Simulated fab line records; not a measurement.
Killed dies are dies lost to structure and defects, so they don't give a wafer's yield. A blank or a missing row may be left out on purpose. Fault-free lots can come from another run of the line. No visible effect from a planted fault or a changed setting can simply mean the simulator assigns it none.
Which tool was responsible?	flow nand_harc	72 wafers from 24 lots sampled at 6 of the route's 1302 steps

WHAT EACH GAUGE READ, for each wafer
NHARC_A_M1_OVL_MEAS_10: pitch 240 nm.
lot	measured	on	overlay_x_nm (nm)	overlay_y_nm (nm)
L075	day 22 23:01	overlay-02	-1.3 -1.3 -1.6	-0.6 0.1 0.0
L074	day 23 00:07	overlay-02	-1.2 -0.9 -0.6	-0.8 -0.8 0.0
L076	day 24 05:38	overlay-01	0.7 0.6 0.4	2.1 2.1 1.7
L078	day 24 09:19	overlay-01	0.2 0.6 0.2	-0.1 0.4 0.4
L077	day 24 14:25	overlay-01	-0.3 0.3 0.5	1.0 1.2 1.2
L079	day 25 01:32	overlay-01	-0.9 -0.4 -0.8	0.5 1.3 0.8
L081	day 26 00:59	overlay-02	-1.1 -1.0 -1.7	-0.2 0.1 0.1
L082	day 26 02:23	overlay-02	0.5 0.1 0.0	-0.1 -0.6 -0.3
L080	day 26 05:38	overlay-01	1.1 0.7 0.9	-0.9 -0.5 -0.4
L083	day 26 17:51	overlay-02	-0.3 0.1 0.1	-0.2 -0.9 0.2
L085	day 27 21:49	overlay-01	-1.2 -0.9 -0.8	-0.9 -0.6 -1.1
L084	day 28 16:14	overlay-02	-0.1 -0.8 -0.5	0.1 -0.5 -0.8
L087	day 28 17:04	overlay-01	0.1 0.1 0.2	0.9 1.3 1.0
L086	day 28 18:24	overlay-02	-0.3 0.8 0.2	0.5 -0.9 -0.2
L091	day 29 06:48	overlay-01	0.2 0.3 0.1	0.2 0.4 0.6
L090	day 29 14:30	overlay-01	0.6 0.3 0.7	1.0 1.0 0.5
L088	day 29 19:41	overlay-01	-0.7 -0.8 -0.9	1.3 0.6 0.7
L089	day 30 07:20	overlay-01	0.4 1.2 0.5	1.6 1.8 1.5
L092	day 30 10:52	overlay-02	0.9 0.6 1.0	-0.8 -0.5 -0.5
L093	day 31 06:59	overlay-02	-1.7 -1.9 -1.9	0.2 0.3 0.0
L094	day 31 09:58	overlay-02	0.3 -0.1 0.2	-0.1 -0.5 0.0
L095	day 31 18:38	overlay-01	-0.5 -0.2 -0.7	-0.9 -1.1 -1.1
L096	day 32 05:46	overlay-02	-0.4 0.1 -0.8	1.1 1.5 1.0
L097	day 32 19:47	overlay-02	1.0 0.8 1.3	0.1 0.6 0.4

NHARC_A_M1_CD_MEAS_16.
lot	measured	on	cd_nm (nm)
L075	day 22 23:26	cd_sem-03	118.8 120.2 119.5
L074	day 23 00:32	cd_sem-01	121.6 120.0 119.0
L076	day 24 06:03	cd_sem-03	118.7 120.4 121.5
L078	day 24 09:44	cd_sem-01	118.7 118.9 118.9
L077	day 24 15:01	cd_sem-02	119.0 119.7 119.2
L079	day 25 01:56	cd_sem-02	120.1 118.7 119.9
L081	day 26 01:23	cd_sem-02	119.0 120.2 118.8
L082	day 26 02:47	cd_sem-01	119.5 119.8 119.8
L080	day 26 06:05	cd_sem-01	118.7 119.7 121.1
L083	day 26 18:15	cd_sem-01	119.7 119.9 119.3
L085	day 27 22:13	cd_sem-01	119.8 119.2 120.5
L084	day 28 16:38	cd_sem-01	120.0 120.1 121.1
L087	day 28 17:31	cd_sem-02	119.3 120.4 120.5
L086	day 28 18:49	cd_sem-03	119.1 119.2 119.5
L091	day 29 07:13	cd_sem-03	118.5 119.5 119.4
L090	day 29 14:54	cd_sem-01	118.3 119.1 119.8
L088	day 29 20:05	cd_sem-03	119.8 119.8 119.8
L089	day 30 07:53	cd_sem-02	118.8 119.3 119.0
L092	day 30 11:19	cd_sem-01	119.4 119.9 119.8
L093	day 31 07:25	cd_sem-01	118.5 120.2 119.5
L094	day 31 10:22	cd_sem-02	121.3 120.0 121.6
L095	day 31 19:03	cd_sem-01	120.0 120.4 120.4
L096	day 32 06:11	cd_sem-02	120.3 119.0 120.7
L097	day 32 20:11	cd_sem-02	120.2 122.9 122.1

NHARC_HYBRID_BOND_OVL_MEAS_05.
lot	measured	on	overlay_x_nm (nm)	overlay_y_nm (nm)
L075	day 23 15:36	overlay-02	27 30 41	34 -14 -13
L074	day 23 15:37	overlay-01	-7 -53 22	9 -5 11
L076	day 24 23:04	overlay-02	55 1 -63	-19 -18 40
L078	day 25 03:27	overlay-02	5 -4 0	-30 -20 -18
L077	day 25 11:19	overlay-01	-2 7 2	34 -58 8
L079	day 25 18:28	overlay-01	-1 -2 -37	40 -35 0
L081	day 26 17:44	overlay-02	65 -53 16	-16 -34 8
L082	day 26 17:44	overlay-01	-58 14 -7	-19 -14 22
L080	day 26 22:35	overlay-02	22 -26 17	32 29 -10
L083	day 27 12:52	overlay-01	-22 -4 -7	-24 2 27
L085	day 28 18:08	overlay-01	-3 50 -68	2 -44 -70
L084	day 29 09:19	overlay-01	14 7 82	41 7 14
L087	day 29 09:19	overlay-02	54 -96 -29	65 -51 -9
L086	day 29 09:19	overlay-01	2 -37 -39	-15 -21 -40
L091	day 29 23:49	overlay-01	-11 -30 18	-17 56 -56
L090	day 30 08:12	overlay-01	-17 -45 12	41 5 24
L088	day 30 12:35	overlay-02	-49 77 27	-4 -15 5
L089	day 31 00:38	overlay-02	16 -11 31	-84 -3 -47
L092	day 31 00:38	overlay-01	26 37 -14	1 12 -115
L093	day 32 00:08	overlay-01	-1 49 -5	-40 -27 -67
L094	day 32 08:50	overlay-02	-26 -32 13	-19 -16 -7
L095	day 32 08:51	overlay-02	10 48 -19	28 -7 50
L096	day 33 02:11	overlay-01	5 -8 -23	43 29 -51
L097	day 33 12:38	overlay-01	-8 36 81	-17 -28 -79

WHICH TOOL RAN EACH LOT (tool, then ch and the chambers of the sampled wafers, then the start)
lot	NHARC_A_M0_PRE_CLEAN_29	NHARC_A_BONDPAD_CMP_29	NHARC_A_BONDPAD_DEGAS_25
L075	pvd_sputter-01, day 22 23:01 or earlier	cmp-03 ch 1,2,3, day 23 02:50	pvd_sputter-01, day 23 04:46
L074	pvd_sputter-03, day 23 00:07 or earlier	cmp-04 ch 1,2, day 23 03:54	pvd_sputter-02, day 23 05:52
L076	pvd_sputter-03, day 24 05:38 or earlier	cmp-01 ch 0,2,3, day 24 09:43	pvd_sputter-01, day 24 11:43
L078	pvd_sputter-01, day 24 09:19 or earlier	cmp-01 ch 1,2,3, day 24 13:23	pvd_sputter-03, day 24 15:16
L077	pvd_sputter-03, day 24 14:25 or earlier	cmp-01 ch 0,1,3, day 24 18:25	pvd_sputter-03, day 24 20:22
L079	pvd_sputter-01, day 25 01:32 or earlier	cmp-03 ch 0,1,2, day 25 05:30	pvd_sputter-02, day 25 07:19
L081	pvd_sputter-01, day 26 00:59 or earlier	cmp-03 ch 1,2,3, day 26 04:49	pvd_sputter-03, day 26 06:38
L082	pvd_sputter-03, day 26 02:23 or earlier	cmp-01 ch 0,1,3, day 26 06:23	pvd_sputter-01, day 26 08:25
L080	pvd_sputter-01, day 26 05:38 or earlier	cmp-04 ch 0,2, day 26 09:32	pvd_sputter-01, day 26 11:24
L083	pvd_sputter-02, day 26 17:51 or earlier	cmp-04 ch 0,3, day 26 21:38	pvd_sputter-03, day 26 23:38
L085	pvd_sputter-03, day 27 21:49 or earlier	cmp-04 ch 0,2,3, day 28 01:55	pvd_sputter-03, day 28 04:12
L084	pvd_sputter-01, day 28 16:14 or earlier	cmp-01 ch 0,2, day 28 20:02	pvd_sputter-03, day 28 21:59
L087	pvd_sputter-02, day 28 17:04 or earlier	cmp-01 ch 0,2,3, day 28 21:14	pvd_sputter-02, day 28 23:04
L086	pvd_sputter-01, day 28 18:24 or earlier	cmp-01 ch 0,3, day 28 22:16	pvd_sputter-02, day 29 00:13
L091	pvd_sputter-02, day 29 06:48 or earlier	cmp-01 ch 1,2, day 29 10:38	pvd_sputter-03, day 29 12:38
L090	pvd_sputter-03, day 29 14:30 or earlier	cmp-04 ch 2,3, day 29 18:31	pvd_sputter-03, day 29 20:29
L088	pvd_sputter-03, day 29 19:41 or earlier	cmp-01 ch 0,1,3, day 29 23:34	pvd_sputter-01, day 30 01:25
L089	pvd_sputter-02, day 30 07:20 or earlier	cmp-01 ch 0,1,2, day 30 11:27	pvd_sputter-01, day 30 13:24
L092	pvd_sputter-02, day 30 10:52 or earlier	cmp-01 ch 0,1,3, day 30 14:44	pvd_sputter-01, day 30 16:34
L093	pvd_sputter-02, day 31 06:59 or earlier	cmp-04 ch 0,1, day 31 10:48	pvd_sputter-01, day 31 12:46
L094	pvd_sputter-03, day 31 09:58 or earlier	cmp-03 ch 0,1,3, day 31 13:46	pvd_sputter-02, day 31 15:37
L095	pvd_sputter-03, day 31 18:38 or earlier	cmp-01 ch 1,2,3, day 31 22:27	pvd_sputter-03, day 32 00:27
L096	pvd_sputter-02, day 32 05:46 or earlier	cmp-03 ch 0,1,2, day 32 09:35	pvd_sputter-03, day 32 11:33
L097	pvd_sputter-02, day 32 19:47 or earlier	cmp-03 ch 0,1,3, day 32 23:37	pvd_sputter-03, day 33 01:35
- NHARC_A_M0_PRE_CLEAN_29: time 30 s.
- NHARC_A_BONDPAD_CMP_29: polishes SiCN, target thk 200 nm.
- NHARC_A_BONDPAD_DEGAS_25: time 60 s.

AS READ BY THE TOOLS THEMSELVES (means over the sampled wafers that have a number; for cases with no such wafer, the mark the record gives instead)
NHARC_A_M0_PRE_CLEAN_29.
lot	tool	heater_power_w (W)
L075	pvd_sputter-01	381
L074	pvd_sputter-03	419
L076	pvd_sputter-03	448
L078	pvd_sputter-01	406
L077	pvd_sputter-03	431
L079	pvd_sputter-01	419
L081	pvd_sputter-01	349
L082	pvd_sputter-03	449
L080	pvd_sputter-01	404
L083	pvd_sputter-02	352
L085	pvd_sputter-03	449
L084	pvd_sputter-01	405
L087	pvd_sputter-02	382
L086	pvd_sputter-01	399
L091	pvd_sputter-02	436
L090	pvd_sputter-03	431
L088	pvd_sputter-03	429
L089	pvd_sputter-02	424
L092	pvd_sputter-02	390
L093	pvd_sputter-02	355
L094	pvd_sputter-03	455
L095	pvd_sputter-03	455
L096	pvd_sputter-02	412
L097	pvd_sputter-02	400

NHARC_A_BONDPAD_CMP_29.
lot	tool	motor_current_A (A)
L075	cmp-03	12.4
L074	cmp-04	13.1
L076	cmp-01	11.9
L078	cmp-01	13.5
L077	cmp-01	13.0
L079	cmp-03	12.4
L081	cmp-03	11.8
L082	cmp-01	12.4
L080	cmp-04	13.4
L083	cmp-04	11.0
L085	cmp-04	12.2
L084	cmp-01	12.6
L087	cmp-01	12.3
L086	cmp-01	11.6
L091	cmp-01	14.6
L090	cmp-04	10.6
L088	cmp-01	12.8
L089	cmp-01	13.0
L092	cmp-01	12.8
L093	cmp-04	12.1
L094	cmp-03	12.8
L095	cmp-01	13.7
L096	cmp-03	13.3
L097	cmp-03	12.9

NHARC_A_BONDPAD_DEGAS_25.
lot	tool	heater_power_w (W)
L075	pvd_sputter-01	412
L074	pvd_sputter-02	463
L076	pvd_sputter-01	478
L078	pvd_sputter-03	508
L077	pvd_sputter-03	502
L079	pvd_sputter-02	448
L081	pvd_sputter-03	463
L082	pvd_sputter-01	455
L080	pvd_sputter-01	456
L083	pvd_sputter-03	505
L085	pvd_sputter-03	501
L084	pvd_sputter-03	495
L087	pvd_sputter-02	483
L086	pvd_sputter-02	448
L091	pvd_sputter-03	505
L090	pvd_sputter-03	503
L088	pvd_sputter-01	457
L089	pvd_sputter-01	459
L092	pvd_sputter-01	506
L093	pvd_sputter-01	460
L094	pvd_sputter-02	444
L095	pvd_sputter-03	514
L096	pvd_sputter-03	495
L097	pvd_sputter-03	518

THE ANSWER, worked out from the rows above alone
Rule: what is usual is taken from the lots themselves. Put in order of their means at a reading, lots are off if they are a third of the lots or fewer, leave a main group of 4 or more, and stand apart from it by a gap of 3 or more times the standard deviation of the main group's means; of several such gaps the widest counts. A main group is skipped when, at the precision printed for the reading in the tables above, its means are all equal. Also off: a lot with no number at a reading for which 4 or more lots have one. All remaining lots with rows at the step are treated as sound. Order of review: gauges by route order, followed by the tools' own readings, for which a lot's mean as printed above is used. The first step at which some lot is off is used, and at that step the reading that is off furthest; a lot without a number counts as furthest.
Across all readings shown, no lot is off: no conclusion can be drawn from this.

WHAT THE SIMULATOR PUT IN
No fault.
